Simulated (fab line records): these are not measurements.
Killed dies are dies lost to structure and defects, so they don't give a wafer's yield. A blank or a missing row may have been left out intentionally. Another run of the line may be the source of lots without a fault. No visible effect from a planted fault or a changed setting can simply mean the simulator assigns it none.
Split-lot trial ; flow n5 finfet ; 21 wafers read across 7 lots, on a route 1938 steps long

## ON THE SPLIT
At N5_DUMMY_GATE_COAT_28 (time 60 s, resist thk 10 nm), the setting spin rpm was moved away from the recipe's 1500 rpm on 6 of the 21 wafers read, by -7.0% to +8.4%. For the rest of the wafers, this setting stayed at what the recipe calls for.

Reading taken at the split's own step.

## THE READING
underlayer_of_DUMMY_GATE_COAT_28.thk nm (the simulator's own value, which no gauge read), in nm, at N5_DUMMY_GATE_COAT_28 (time 60 s, resist thk 10 nm). No usual value for it is given in the file.

wafer;tool, chamber at the split;spin rpm as run, rpm;against the recipe;underlayer_of_DUMMY_GATE_COAT_28.thk nm, nm;against lot-mates on the recipe
L077.2;litho track-05, 0;1500;recipe;10;-
L077.4;litho track-05, 0;1500;recipe;10;-
L077.6;litho track-05, 0;1395;-7.0%;10.4;+0.4
L084.2;litho track-03, 0;1500;recipe;10;-
L084.3;litho track-03, 0;1500;recipe;10;-
L084.5;litho track-03, 0;1500;recipe;10;-
L089.1;litho track-03, 0;1626;+8.4%;9.6;-0.4
L089.6;litho track-03, 0;1626;+8.4%;9.6;-0.4
L089.4;litho track-03, 0;1500;recipe;10;-
L090.4;litho track-05, 0;1500;recipe;10;-
L090.5;litho track-05, 0;1500;recipe;10;-
L090.6;litho track-05, 0;1591;+6.1%;9.8;-0.2
L093.1;litho track-05, 0;1500;recipe;10;-
L093.3;litho track-05, 0;1500;recipe;10;-
L093.6;litho track-05, 0;1500;recipe;10;-
L092.1;litho track-03, 0;1500;recipe;10;-
L092.3;litho track-03, 0;1500;recipe;10;-
L092.4;litho track-03, 0;1500;recipe;10;-
L096.2;litho track-02, 0;1605;+7.0%;9.6;-0.4
L096.3;litho track-02, 0;1605;+7.0%;9.6;-0.4
L096.6;litho track-02, 0;1500;recipe;10;-

FIT RESULTS
A straight line over all 21 wafers: underlayer_of_DUMMY_GATE_COAT_28.thk nm changes by -0.0508 nm for each +1% of spin rpm; r = -0.99; the points scatter about the line by 0.031 nm.
The same after taking each lot's own level away (the mean of its wafers on the recipe; 21 wafers): -0.0508 nm for each +1%; r = -0.99; scatter 0.031 nm.
On that fit, the largest move of spin rpm shifts the reading by 0.43 nm.
The lots' own levels span 10.00 to 10.00 nm.
Hence the lot-to-lot level has little effect on the slope; both slopes agree.
Check: with one of the wafers moved furthest among these (+8.4%) left out of the fit, the line predicts -0.427 nm for it against its lot-mates. It came out at -0.4 nm against them.

## OTHER SPLITS APPLIED TO THESE WAFERS
Other splits were also applied to these wafers ahead of the reading. Each is held against what the fit with the lots' levels taken away leaves over:
other split on the same wafers;wafers away from the commonest value;r with underlayer_of_DUMMY_GATE_COAT_28.thk nm (lot level and that fit taken away)
N5_ZERO_LAYER_EXPOSE_08 dose mj;5;-0.23
N5_ZERO_LAYER_PEB_09 peb time s;as run: not given for these wafers;-
N5_PMOS_HMC_CHANNEL_EPI_PEB_07 peb temp c;4;-0.28
N5_PMOS_HMC_CHANNEL_EPI_DESCUM_14 time s;7;-0.36
N5_FIN_CUT_EXPOSE_05 dose mj;6;-0.34
N5_FIN_CUT_ETCH_30 target depth a;7;-0.11
N5_DUMMY_GATE_HM_DEP_06 time s;12;-0.29

## FILE'S OWN FIT
underlayer_of_DUMMY_GATE_COAT_28.thk nm changes by -0.0495 nm for each +1% of spin rpm, r = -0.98.
